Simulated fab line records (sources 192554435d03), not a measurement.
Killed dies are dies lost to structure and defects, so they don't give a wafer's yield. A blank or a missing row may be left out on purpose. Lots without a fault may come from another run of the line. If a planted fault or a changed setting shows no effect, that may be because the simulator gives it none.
What tool caused it? / flow n5 finfet / 23 lots with 69 wafers sampled at 5 steps, on a route of 1938 steps

## WHAT THE GAUGES READ, wafer by wafer
N5_SD_EPI_P_OVL_MEAS_10. Usual: SD_P_BLK_OVL -0.6 nm, standard deviation 0.62.
lot=L074; measured=day 3 06:08; on=overlay-01; SD_P_BLK_OVL (nm)=-0.8 -1.2 -0.3; flag=
lot=L075; measured=day 3 11:31; on=overlay-02; SD_P_BLK_OVL (nm)=-0.6 -0.8 0.3; flag=
lot=L076; measured=day 3 21:39; on=overlay-01; SD_P_BLK_OVL (nm)=-1.1 0.1 -0.8; flag=
lot=L077; measured=day 3 22:22; on=overlay-02; SD_P_BLK_OVL (nm)=-0.6 -1.4 0.0; flag=
lot=L078; measured=day 4 05:31; on=overlay-02; SD_P_BLK_OVL (nm)=-0.5 -0.3 0.2; flag=
lot=L079; measured=day 4 10:56; on=overlay-02; SD_P_BLK_OVL (nm)=0.1 -0.7 -0.2; flag=
lot=L080; measured=day 4 16:07; on=overlay-01; SD_P_BLK_OVL (nm)=-0.3 -1.7 -1.6; flag=
lot=L081; measured=day 4 23:53; on=overlay-02; SD_P_BLK_OVL (nm)=-0.4 -0.8 -0.2; flag=
lot=L082; measured=day 5 11:34; on=overlay-01; SD_P_BLK_OVL (nm)=0.2 -0.3 0.0; flag=
lot=L083; measured=day 5 13:33; on=overlay-01; SD_P_BLK_OVL (nm)=-0.6 0.1 -0.7; flag=
lot=L085; measured=day 5 22:34; on=overlay-02; SD_P_BLK_OVL (nm)=-0.6 -0.8 -1.3; flag=
lot=L086; measured=day 6 10:13; on=overlay-01; SD_P_BLK_OVL (nm)=-1.0 -0.2 -0.5; flag=
lot=L087; measured=day 6 13:35; on=overlay-02; SD_P_BLK_OVL (nm)=-1.5 -1.3 -1.5; flag=
lot=L088; measured=day 6 16:46; on=overlay-02; SD_P_BLK_OVL (nm)=0.1 0.0 -0.8; flag=
lot=L089; measured=day 7 00:05; on=overlay-01; SD_P_BLK_OVL (nm)=-1.4 -0.5 -0.6; flag=
lot=L090; measured=day 7 05:44; on=overlay-02; SD_P_BLK_OVL (nm)=-0.7 -1.1 -0.1; flag=
lot=L091; measured=day 7 12:43; on=overlay-01; SD_P_BLK_OVL (nm)=-0.4 -1.1 -1.1; flag=
lot=L092; measured=day 7 18:44; on=overlay-01; SD_P_BLK_OVL (nm)=-0.8 -1.0 -0.8; flag=
lot=L093; measured=day 8 00:03; on=overlay-02; SD_P_BLK_OVL (nm)=0.0 0.3 -0.3; flag=
lot=L094; measured=day 8 07:25; on=overlay-01; SD_P_BLK_OVL (nm)=-2.3 -0.8 -1.8; flag=
lot=L095; measured=day 8 11:32; on=overlay-02; SD_P_BLK_OVL (nm)=-0.5 -0.4 -0.5; flag=
lot=L096; measured=day 8 20:37; on=overlay-02; SD_P_BLK_OVL (nm)=-0.7 -0.8 -1.0; flag=
lot=L097; measured=day 8 22:59; on=overlay-02; SD_P_BLK_OVL (nm)=0.3 -1.2 -1.7; flag=

N5_SDB_INSPECT_36: inspects for defects (darkfield). Usual: raw defect count at 37, with a standard deviation of 20.
lot=L074; measured=day 3 22:50; on=defect inspect-01; raw defect count=22 12 13; flag=
lot=L075; measured=day 4 02:38; on=defect inspect-02; raw defect count=24 17 15; flag=
lot=L076; measured=day 4 12:57; on=defect inspect-02; raw defect count=22 21 41; flag=
lot=L077; measured=day 4 13:55; on=defect inspect-01; raw defect count=25 30 34; flag=
lot=L078; measured=day 4 23:01; on=defect inspect-02; raw defect count=107 73 78; flag=
lot=L079; measured=day 5 02:18; on=defect inspect-01; raw defect count=27 57 36; flag=
lot=L080; measured=day 5 08:00; on=defect inspect-01; raw defect count=42 66 38; flag=
lot=L081; measured=day 5 15:59; on=defect inspect-01; raw defect count=46 35 44; flag=
lot=L082; measured=day 6 05:31; on=defect inspect-02; raw defect count=68 41 30; flag=
lot=L083; measured=day 6 09:02; on=defect inspect-02; raw defect count=12 15 17; flag=
lot=L085; measured=day 6 15:14; on=defect inspect-02; raw defect count=25 23 19; flag=
lot=L086; measured=day 7 01:25; on=defect inspect-02; raw defect count=38 55 58; flag=
lot=L087; measured=day 7 05:31; on=defect inspect-01; raw defect count=17 25 12; flag=
lot=L088; measured=day 7 08:17; on=defect inspect-02; raw defect count=26 37 27; flag=
lot=L089; measured=day 7 15:46; on=defect inspect-02; raw defect count=63 25 63; flag=
lot=L090; measured=day 7 21:08; on=defect inspect-01; raw defect count=98 57 47; flag=
lot=L091; measured=day 8 04:11; on=defect inspect-02; raw defect count=35 51 28; flag=
lot=L092; measured=day 8 11:20; on=defect inspect-02; raw defect count=40 38 45; flag=
lot=L093; measured=day 8 16:07; on=defect inspect-01; raw defect count=31 30 41; flag=
lot=L094; measured=day 8 23:28; on=defect inspect-02; raw defect count=77 29 45; flag=
lot=L095; measured=day 9 03:14; on=defect inspect-01; raw defect count=23 19 32; flag=
lot=L096; measured=day 9 12:04; on=defect inspect-01; raw defect count=29 24 21; flag=
lot=L097; measured=day 9 14:49; on=defect inspect-02; raw defect count=35 25 19; flag=

## WHICH TOOL RAN EACH LOT (tool, then ch and the chambers of the sampled wafers, then the start)
lot=L074; N5_SD_EPI_P_SD_RECESS_17=rie si-02 ch 0,1,2, day 3 06:52; N5_SDB_ETCH_17=rie diel-01 ch 0,2,3, day 3 18:44; N5_SDB_ETCH_25=rie diel-04 ch 0,1,2, day 3 19:30
lot=L075; N5_SD_EPI_P_SD_RECESS_17=rie si-02 ch 0,2, day 3 12:16; N5_SDB_ETCH_17=rie diel-01 ch 0,1,3, day 3 22:49; N5_SDB_ETCH_25=rie diel-04 ch 1,3, day 3 23:19
lot=L076; N5_SD_EPI_P_SD_RECESS_17=rie si-02 ch 0,1,3, day 3 22:23; N5_SDB_ETCH_17=rie diel-04 ch 0,2,3, day 4 09:08; N5_SDB_ETCH_25=rie diel-04 ch 0,1,3, day 4 09:38
lot=L077; N5_SD_EPI_P_SD_RECESS_17=rie si-05 ch 1,2,3, day 3 23:15; N5_SDB_ETCH_17=rie diel-01 ch 1,2, day 4 10:01; N5_SDB_ETCH_25=rie diel-01 ch 0,2,3, day 4 10:31
lot=L078; N5_SD_EPI_P_SD_RECESS_17=rie si-06 ch 0,3, day 4 06:25; N5_SDB_ETCH_17=rie diel-01 ch 1,2,3, day 4 18:37; N5_SDB_ETCH_25=rie diel-04 ch 1,2,3, day 4 19:41
lot=L079; N5_SD_EPI_P_SD_RECESS_17=rie si-06 ch 1,2, day 4 11:40; N5_SDB_ETCH_17=rie diel-05 ch 1,3, day 4 22:29; N5_SDB_ETCH_25=rie diel-05 ch 0,2,3, day 4 22:59
lot=L080; N5_SD_EPI_P_SD_RECESS_17=rie si-05 ch 0,1,2, day 4 16:52; N5_SDB_ETCH_17=rie diel-04 ch 0,1,3, day 5 03:43; N5_SDB_ETCH_25=rie diel-01 ch 1,2,3, day 5 04:41
lot=L081; N5_SD_EPI_P_SD_RECESS_17=rie si-05 ch 0,1, day 5 00:38; N5_SDB_ETCH_17=rie diel-04 ch 0,1, day 5 12:03; N5_SDB_ETCH_25=rie diel-05 ch 0,2,3, day 5 12:39
lot=L082; N5_SD_EPI_P_SD_RECESS_17=rie si-05 ch 0,2, day 5 12:19; N5_SDB_ETCH_17=rie diel-04 ch 2,3, day 6 00:18; N5_SDB_ETCH_25=rie diel-05 ch 1,3, day 6 02:10
lot=L083; N5_SD_EPI_P_SD_RECESS_17=rie si-06 ch 0,1, day 5 14:18; N5_SDB_ETCH_17=rie diel-04 ch 1,2,3, day 6 03:14; N5_SDB_ETCH_25=rie diel-04 ch 2,3, day 6 05:42
lot=L085; N5_SD_EPI_P_SD_RECESS_17=rie si-05 ch 0,2,3, day 5 23:34; N5_SDB_ETCH_17=rie diel-04 ch 2,3, day 6 10:59; N5_SDB_ETCH_25=rie diel-05 ch 2,3, day 6 11:55
lot=L086; N5_SD_EPI_P_SD_RECESS_17=rie si-05 ch 1,2,3, day 6 10:58; N5_SDB_ETCH_17=rie diel-01 ch 1,2,3, day 6 21:37; N5_SDB_ETCH_25=rie diel-04 ch 1,2,3, day 6 22:06
lot=L087; N5_SD_EPI_P_SD_RECESS_17=rie si-05 ch 0,1, day 6 14:25; N5_SDB_ETCH_17=rie diel-04 ch 1,3, day 7 01:07; N5_SDB_ETCH_25=rie diel-01 ch 2,3, day 7 01:55
lot=L088; N5_SD_EPI_P_SD_RECESS_17=rie si-05 ch 1,2, day 6 17:31; N5_SDB_ETCH_17=rie diel-04 ch 0,2, day 7 04:27; N5_SDB_ETCH_25=rie diel-01 ch 2,3, day 7 04:56
lot=L089; N5_SD_EPI_P_SD_RECESS_17=rie si-02 ch 1,2, day 7 00:50; N5_SDB_ETCH_17=rie diel-01 ch 1,2,3, day 7 11:33; N5_SDB_ETCH_25=rie diel-05 ch 0,3, day 7 12:03
lot=L090; N5_SD_EPI_P_SD_RECESS_17=rie si-06 ch 0,1, day 7 06:29; N5_SDB_ETCH_17=rie diel-04 ch 0,2,3, day 7 17:18; N5_SDB_ETCH_25=rie diel-05 ch 0,1, day 7 17:48
lot=L091; N5_SD_EPI_P_SD_RECESS_17=rie si-05 ch 0,1,3, day 7 13:28; N5_SDB_ETCH_17=rie diel-05 ch 0,3, day 8 00:22; N5_SDB_ETCH_25=rie diel-01 ch 2,3, day 8 00:51
lot=L092; N5_SD_EPI_P_SD_RECESS_17=rie si-05 ch 0,1,3, day 7 19:52; N5_SDB_ETCH_17=rie diel-01 ch 2,3, day 8 07:24; N5_SDB_ETCH_25=rie diel-01 ch 0,1,3, day 8 07:54
lot=L093; N5_SD_EPI_P_SD_RECESS_17=rie si-05 ch 1,2,3, day 8 00:48; N5_SDB_ETCH_17=rie diel-01 ch 1,2,3, day 8 11:49; N5_SDB_ETCH_25=rie diel-01 ch 2,3, day 8 12:25
lot=L094; N5_SD_EPI_P_SD_RECESS_17=rie si-05 ch 2,3, day 8 08:09; N5_SDB_ETCH_17=rie diel-04 ch 2,3, day 8 19:38; N5_SDB_ETCH_25=rie diel-04 ch 1,2,3, day 8 20:08
lot=L095; N5_SD_EPI_P_SD_RECESS_17=rie si-05 ch 1,3, day 8 12:17; N5_SDB_ETCH_17=rie diel-04 ch 1,3, day 8 23:25; N5_SDB_ETCH_25=rie diel-04 ch 2,3, day 8 23:55
lot=L096; N5_SD_EPI_P_SD_RECESS_17=rie si-02 ch 0,1,3, day 8 21:22; N5_SDB_ETCH_17=rie diel-04 ch 1,2, day 9 08:08; N5_SDB_ETCH_25=rie diel-04 ch 1,2, day 9 08:40
lot=L097; N5_SD_EPI_P_SD_RECESS_17=rie si-05 ch 0,1,2, day 8 23:44; N5_SDB_ETCH_17=rie diel-01 ch 0,1,2, day 9 11:01; N5_SDB_ETCH_25=rie diel-05 ch 0,2,3, day 9 11:30
- N5_SD_EPI_P_SD_RECESS_17: chemistry HBr/Cl2/O2, target depth 39.1 nm, bt time 3 s.
- N5_SDB_ETCH_17: etches SiARC in CF4, target depth 23.4 nm, time 39 s.
- N5_SDB_ETCH_25: etches SiO2 in C4F6/O2, target depth 10 nm, time 3.3 s.

## AS READ BY THE TOOLS THEMSELVES (means over the sampled wafers that have a number; for cases with no such wafer, the mark the record gives instead)
N5_SD_EPI_P_SD_RECESS_17. Usual: drypump motor current A 5.7 A, standard deviation 0.38; oes product au 0.998 a.u., standard deviation 0.017; throttle valve pct 37.1 %, standard deviation 0.49.
lot=L074; tool=rie si-02; drypump motor current A (A)=5.9; oes product au (a.u.)=0.974; throttle valve pct (%)=36.9; flag=
lot=L075; tool=rie si-02; drypump motor current A (A)=5.8; oes product au (a.u.)=0.984; throttle valve pct (%)=36.8; flag=
lot=L076; tool=rie si-02; drypump motor current A (A)=5.7; oes product au (a.u.)=0.989; throttle valve pct (%)=37.2; flag=
lot=L077; tool=rie si-05; drypump motor current A (A)=5.9; oes product au (a.u.)=1.001; throttle valve pct (%)=37.0; flag=
lot=L078; tool=rie si-06; drypump motor current A (A)=6.0; oes product au (a.u.)=1.017; throttle valve pct (%)=37.2; flag=
lot=L079; tool=rie si-06; drypump motor current A (A)=5.5; oes product au (a.u.)=0.996; throttle valve pct (%)=37.1; flag=
lot=L080; tool=rie si-05; drypump motor current A (A)=5.6; oes product au (a.u.)=0.997; throttle valve pct (%)=36.8; flag=
lot=L081; tool=rie si-05; drypump motor current A (A)=5.4; oes product au (a.u.)=1.009; throttle valve pct (%)=37.2; flag=
lot=L082; tool=rie si-05; drypump motor current A (A)=5.5; oes product au (a.u.)=0.999; throttle valve pct (%)=36.8; flag=
lot=L083; tool=rie si-06; drypump motor current A (A)=5.2; oes product au (a.u.)=1.012; throttle valve pct (%)=37.0; flag=
lot=L085; tool=rie si-05; drypump motor current A (A)=5.8; oes product au (a.u.)=0.992; throttle valve pct (%)=37.0; flag=
lot=L086; tool=rie si-05; drypump motor current A (A)=5.9; oes product au (a.u.)=1.006; throttle valve pct (%)=37.0; flag=
lot=L087; tool=rie si-05; drypump motor current A (A)=5.4; oes product au (a.u.)=1.003; throttle valve pct (%)=37.1; flag=
lot=L088; tool=rie si-05; drypump motor current A (A)=5.6; oes product au (a.u.)=1.013; throttle valve pct (%)=36.9; flag=
lot=L089; tool=rie si-02; drypump motor current A (A)=5.8; oes product au (a.u.)=0.960; throttle valve pct (%)=37.0; flag=
lot=L090; tool=rie si-06; drypump motor current A (A)=5.2; oes product au (a.u.)=1.014; throttle valve pct (%)=37.0; flag=
lot=L091; tool=rie si-05; drypump motor current A (A)=5.7; oes product au (a.u.)=1.002; throttle valve pct (%)=37.3; flag=
lot=L092; tool=rie si-05; drypump motor current A (A)=5.7; oes product au (a.u.)=0.997; throttle valve pct (%)=37.4; flag=
lot=L093; tool=rie si-05; drypump motor current A (A)=5.9; oes product au (a.u.)=1.006; throttle valve pct (%)=37.0; flag=
lot=L094; tool=rie si-05; drypump motor current A (A)=6.1; oes product au (a.u.)=0.997; throttle valve pct (%)=37.2; flag=
lot=L095; tool=rie si-05; drypump motor current A (A)=5.7; oes product au (a.u.)=1.011; throttle valve pct (%)=37.4; flag=
lot=L096; tool=rie si-02; drypump motor current A (A)=5.6; oes product au (a.u.)=0.989; throttle valve pct (%)=37.2; flag=
lot=L097; tool=rie si-05; drypump motor current A (A)=5.6; oes product au (a.u.)=1.001; throttle valve pct (%)=36.8; flag=

N5_SDB_ETCH_17. Usual: cf4 flow sccm 99.98 sccm, standard deviation 0.3; drypump motor current A 5.3 A, standard deviation 0.52; etch rf on time s 39.9 s, standard deviation 1.1; oes product au 0.62 a.u., standard deviation 0.066; rf vpp V 184.0 V, standard deviation 1.1; showerhead plenum p Torr 2.12 Torr, standard deviation 0.075; throttle valve pct 15.65 %, standard deviation 0.25.
lot=L074; tool=rie diel-01; cf4 flow sccm (sccm)=99.96; drypump motor current A (A)=5.3; etch rf on time s (s)=40.0; oes product au (a.u.)=0.59; rf vpp V (V)=184.1; showerhead plenum p Torr (Torr)=2.11; throttle valve pct (%)=15.65; flag=
lot=L075; tool=rie diel-01; cf4 flow sccm (sccm)=100.06; drypump motor current A (A)=4.8; etch rf on time s (s)=39.1; oes product au (a.u.)=0.61; rf vpp V (V)=184.8; showerhead plenum p Torr (Torr)=2.15; throttle valve pct (%)=15.65; flag=
lot=L076; tool=rie diel-04; cf4 flow sccm (sccm)=100.13; drypump motor current A (A)=5.2; etch rf on time s (s)=39.5; oes product au (a.u.)=0.62; rf vpp V (V)=184.8; showerhead plenum p Torr (Torr)=2.14; throttle valve pct (%)=15.76; flag=
lot=L077; tool=rie diel-01; cf4 flow sccm (sccm)=100.23; drypump motor current A (A)=5.2; etch rf on time s (s)=39.6; oes product au (a.u.)=0.62; rf vpp V (V)=184.7; showerhead plenum p Torr (Torr)=2.18; throttle valve pct (%)=15.69; flag=
lot=L078; tool=rie diel-01; cf4 flow sccm (sccm)=99.69; drypump motor current A (A)=5.3; etch rf on time s (s)=39.8; oes product au (a.u.)=0.60; rf vpp V (V)=183.9; showerhead plenum p Torr (Torr)=2.14; throttle valve pct (%)=15.62; flag=
lot=L079; tool=rie diel-05; cf4 flow sccm (sccm)=99.81; drypump motor current A (A)=5.9; etch rf on time s (s)=40.3; oes product au (a.u.)=0.65; rf vpp V (V)=182.4; showerhead plenum p Torr (Torr)=2.07; throttle valve pct (%)=15.62; flag=
lot=L080; tool=rie diel-04; cf4 flow sccm (sccm)=100.01; drypump motor current A (A)=5.2; etch rf on time s (s)=40.2; oes product au (a.u.)=0.59; rf vpp V (V)=184.0; showerhead plenum p Torr (Torr)=2.13; throttle valve pct (%)=15.85; flag=
lot=L081; tool=rie diel-04; cf4 flow sccm (sccm)=99.67; drypump motor current A (A)=5.3; etch rf on time s (s)=40.3; oes product au (a.u.)=0.58; rf vpp V (V)=183.4; showerhead plenum p Torr (Torr)=2.05; throttle valve pct (%)=15.76; flag=
lot=L082; tool=rie diel-04; cf4 flow sccm (sccm)=100.05; drypump motor current A (A)=5.2; etch rf on time s (s)=39.7; oes product au (a.u.)=0.62; rf vpp V (V)=182.8; showerhead plenum p Torr (Torr)=2.12; throttle valve pct (%)=15.56; flag=
lot=L083; tool=rie diel-04; cf4 flow sccm (sccm)=99.93; drypump motor current A (A)=5.2; etch rf on time s (s)=39.8; oes product au (a.u.)=0.60; rf vpp V (V)=183.9; showerhead plenum p Torr (Torr)=2.10; throttle valve pct (%)=15.66; flag=
lot=L085; tool=rie diel-04; cf4 flow sccm (sccm)=100.29; drypump motor current A (A)=5.0; etch rf on time s (s)=40.8; oes product au (a.u.)=0.60; rf vpp V (V)=185.0; showerhead plenum p Torr (Torr)=2.17; throttle valve pct (%)=15.75; flag=
lot=L086; tool=rie diel-01; cf4 flow sccm (sccm)=100.01; drypump motor current A (A)=5.3; etch rf on time s (s)=40.3; oes product au (a.u.)=0.60; rf vpp V (V)=184.4; showerhead plenum p Torr (Torr)=2.14; throttle valve pct (%)=15.64; flag=
lot=L087; tool=rie diel-04; cf4 flow sccm (sccm)=99.84; drypump motor current A (A)=5.0; etch rf on time s (s)=40.7; oes product au (a.u.)=0.59; rf vpp V (V)=184.5; showerhead plenum p Torr (Torr)=2.16; throttle valve pct (%)=15.86; flag=
lot=L088; tool=rie diel-04; cf4 flow sccm (sccm)=99.91; drypump motor current A (A)=5.3; etch rf on time s (s)=39.2; oes product au (a.u.)=0.61; rf vpp V (V)=183.6; showerhead plenum p Torr (Torr)=2.07; throttle valve pct (%)=15.62; flag=
lot=L089; tool=rie diel-01; cf4 flow sccm (sccm)=100.12; drypump motor current A (A)=5.3; etch rf on time s (s)=40.3; oes product au (a.u.)=0.58; rf vpp V (V)=184.3; showerhead plenum p Torr (Torr)=2.13; throttle valve pct (%)=15.65; flag=
lot=L090; tool=rie diel-04; cf4 flow sccm (sccm)=99.61; drypump motor current A (A)=5.2; etch rf on time s (s)=39.4; oes product au (a.u.)=0.60; rf vpp V (V)=185.1; showerhead plenum p Torr (Torr)=2.13; throttle valve pct (%)=15.82; flag=
lot=L091; tool=rie diel-05; cf4 flow sccm (sccm)=99.74; drypump motor current A (A)=5.6; etch rf on time s (s)=38.1; oes product au (a.u.)=0.75; rf vpp V (V)=183.2; showerhead plenum p Torr (Torr)=2.07; throttle valve pct (%)=15.30; flag=
lot=L092; tool=rie diel-01; cf4 flow sccm (sccm)=99.78; drypump motor current A (A)=5.8; etch rf on time s (s)=40.1; oes product au (a.u.)=0.57; rf vpp V (V)=183.8; showerhead plenum p Torr (Torr)=2.09; throttle valve pct (%)=15.67; flag=
lot=L093; tool=rie diel-01; cf4 flow sccm (sccm)=100.16; drypump motor current A (A)=5.3; etch rf on time s (s)=40.3; oes product au (a.u.)=0.58; rf vpp V (V)=183.7; showerhead plenum p Torr (Torr)=2.13; throttle valve pct (%)=15.67; flag=
lot=L094; tool=rie diel-04; cf4 flow sccm (sccm)=99.90; drypump motor current A (A)=5.0; etch rf on time s (s)=40.1; oes product au (a.u.)=0.60; rf vpp V (V)=183.6; showerhead plenum p Torr (Torr)=2.17; throttle valve pct (%)=15.82; flag=
lot=L095; tool=rie diel-04; cf4 flow sccm (sccm)=100.08; drypump motor current A (A)=5.0; etch rf on time s (s)=40.4; oes product au (a.u.)=0.66; rf vpp V (V)=185.5; showerhead plenum p Torr (Torr)=2.24; throttle valve pct (%)=15.73; flag=
lot=L096; tool=rie diel-04; cf4 flow sccm (sccm)=100.02; drypump motor current A (A)=5.3; etch rf on time s (s)=38.9; oes product au (a.u.)=0.66; rf vpp V (V)=183.8; showerhead plenum p Torr (Torr)=2.11; throttle valve pct (%)=15.37; flag=
lot=L097; tool=rie diel-01; cf4 flow sccm (sccm)=100.13; drypump motor current A (A)=5.3; etch rf on time s (s)=40.3; oes product au (a.u.)=0.65; rf vpp V (V)=183.6; showerhead plenum p Torr (Torr)=2.14; throttle valve pct (%)=15.66; flag=

N5_SDB_ETCH_25. Usual: C4F6_flow_sccm 10.00 sccm, standard deviation 0.031; drypump motor current A 5.3 A, standard deviation 0.56; oes product au 0.74 a.u., standard deviation 0.083; rf vpp V 669 V, standard deviation 22; showerhead plenum p Torr 2.82 Torr, standard deviation 0.097; throttle valve pct 21.14 %, standard deviation 0.29.
lot=L074; tool=rie diel-04; C4F6_flow_sccm (sccm)=9.97; drypump motor current A (A)=5.4; oes product au (a.u.)=0.71; rf vpp V (V)=667; showerhead plenum p Torr (Torr)=2.74; throttle valve pct (%)=21.12; flag=
lot=L075; tool=rie diel-04; C4F6_flow_sccm (sccm)=9.97; drypump motor current A (A)=5.0; oes product au (a.u.)=0.72; rf vpp V (V)=697; showerhead plenum p Torr (Torr)=2.88; throttle valve pct (%)=21.34; flag=
lot=L076; tool=rie diel-04; C4F6_flow_sccm (sccm)=10.00; drypump motor current A (A)=5.3; oes product au (a.u.)=0.71; rf vpp V (V)=687; showerhead plenum p Torr (Torr)=2.83; throttle valve pct (%)=21.36; flag=
lot=L077; tool=rie diel-01; C4F6_flow_sccm (sccm)=10.01; drypump motor current A (A)=5.4; oes product au (a.u.)=0.69; rf vpp V (V)=672; showerhead plenum p Torr (Torr)=2.80; throttle valve pct (%)=21.09; flag=
lot=L078; tool=rie diel-04; C4F6_flow_sccm (sccm)=10.01; drypump motor current A (A)=5.2; oes product au (a.u.)=0.71; rf vpp V (V)=677; showerhead plenum p Torr (Torr)=2.80; throttle valve pct (%)=21.12; flag=
lot=L079; tool=rie diel-05; C4F6_flow_sccm (sccm)=10.02; drypump motor current A (A)=5.3; oes product au (a.u.)=0.77; rf vpp V (V)=661; showerhead plenum p Torr (Torr)=2.81; throttle valve pct (%)=21.01; flag=
lot=L080; tool=rie diel-01; C4F6_flow_sccm (sccm)=10.02; drypump motor current A (A)=5.3; oes product au (a.u.)=0.70; rf vpp V (V)=654; showerhead plenum p Torr (Torr)=2.84; throttle valve pct (%)=21.10; flag=
lot=L081; tool=rie diel-05; C4F6_flow_sccm (sccm)=10.01; drypump motor current A (A)=5.3; oes product au (a.u.)=0.76; rf vpp V (V)=662; showerhead plenum p Torr (Torr)=2.81; throttle valve pct (%)=21.02; flag=
lot=L082; tool=rie diel-05; C4F6_flow_sccm (sccm)=9.99; drypump motor current A (A)=5.4; oes product au (a.u.)=0.75; rf vpp V (V)=649; showerhead plenum p Torr (Torr)=2.75; throttle valve pct (%)=21.29; flag=
lot=L083; tool=rie diel-04; C4F6_flow_sccm (sccm)=10.01; drypump motor current A (A)=5.2; oes product au (a.u.)=0.72; rf vpp V (V)=665; showerhead plenum p Torr (Torr)=2.80; throttle valve pct (%)=21.09; flag=
lot=L085; tool=rie diel-05; C4F6_flow_sccm (sccm)=10.01; drypump motor current A (A)=5.1; oes product au (a.u.)=0.83; rf vpp V (V)=659; showerhead plenum p Torr (Torr)=2.85; throttle valve pct (%)=20.97; flag=
lot=L086; tool=rie diel-04; C4F6_flow_sccm (sccm)=10.03; drypump motor current A (A)=5.2; oes product au (a.u.)=0.70; rf vpp V (V)=677; showerhead plenum p Torr (Torr)=2.79; throttle valve pct (%)=21.15; flag=
lot=L087; tool=rie diel-01; C4F6_flow_sccm (sccm)=10.03; drypump motor current A (A)=5.3; oes product au (a.u.)=0.68; rf vpp V (V)=664; showerhead plenum p Torr (Torr)=2.78; throttle valve pct (%)=20.94; flag=
lot=L088; tool=rie diel-01; C4F6_flow_sccm (sccm)=10.00; drypump motor current A (A)=5.4; oes product au (a.u.)=0.67; rf vpp V (V)=663; showerhead plenum p Torr (Torr)=2.78; throttle valve pct (%)=20.93; flag=
lot=L089; tool=rie diel-05; C4F6_flow_sccm (sccm)=9.98; drypump motor current A (A)=5.2; oes product au (a.u.)=0.82; rf vpp V (V)=650; showerhead plenum p Torr (Torr)=2.75; throttle valve pct (%)=21.11; flag=
lot=L090; tool=rie diel-05; C4F6_flow_sccm (sccm)=9.98; drypump motor current A (A)=6.2; oes product au (a.u.)=0.89; rf vpp V (V)=674; showerhead plenum p Torr (Torr)=2.77; throttle valve pct (%)=20.88; flag=
lot=L091; tool=rie diel-01; C4F6_flow_sccm (sccm)=10.03; drypump motor current A (A)=5.4; oes product au (a.u.)=0.68; rf vpp V (V)=664; showerhead plenum p Torr (Torr)=2.78; throttle valve pct (%)=20.96; flag=
lot=L092; tool=rie diel-01; C4F6_flow_sccm (sccm)=10.00; drypump motor current A (A)=4.8; oes product au (a.u.)=0.78; rf vpp V (V)=672; showerhead plenum p Torr (Torr)=2.84; throttle valve pct (%)=21.10; flag=
lot=L093; tool=rie diel-01; C4F6_flow_sccm (sccm)=9.99; drypump motor current A (A)=5.3; oes product au (a.u.)=0.66; rf vpp V (V)=662; showerhead plenum p Torr (Torr)=2.78; throttle valve pct (%)=20.95; flag=
lot=L094; tool=rie diel-04; C4F6_flow_sccm (sccm)=9.99; drypump motor current A (A)=5.2; oes product au (a.u.)=0.78; rf vpp V (V)=679; showerhead plenum p Torr (Torr)=2.89; throttle valve pct (%)=21.09; flag=
lot=L095; tool=rie diel-04; C4F6_flow_sccm (sccm)=10.00; drypump motor current A (A)=5.0; oes product au (a.u.)=0.70; rf vpp V (V)=686; showerhead plenum p Torr (Torr)=2.88; throttle valve pct (%)=21.35; flag=
lot=L096; tool=rie diel-04; C4F6_flow_sccm (sccm)=10.01; drypump motor current A (A)=5.3; oes product au (a.u.)=0.85; rf vpp V (V)=676; showerhead plenum p Torr (Torr)=2.90; throttle valve pct (%)=20.81; flag=
lot=L097; tool=rie diel-05; C4F6_flow_sccm (sccm)=10.01; drypump motor current A (A)=5.3; oes product au (a.u.)=0.82; rf vpp V (V)=661; showerhead plenum p Torr (Torr)=2.80; throttle valve pct (%)=20.96; flag=

## THE ANSWER, worked out from the rows above alone
Rule: a lot is off if the mean of its wafers that have a number lies more than 3 standard deviations from the usual mean. Also off: a lot with no number at a reading for which 4 or more lots have one. All remaining lots with rows at the step are treated as sound. Order of review: gauges by route order, followed by the tools' own readings, for which a lot's mean as printed above is used. The first step at which some lot is off is used, and at that step the reading that is off furthest; a lot without a number counts as furthest.
Across all readings shown, no lot is off: no conclusion can be drawn from this.

## WHAT THE SIMULATOR HAD INSERTED
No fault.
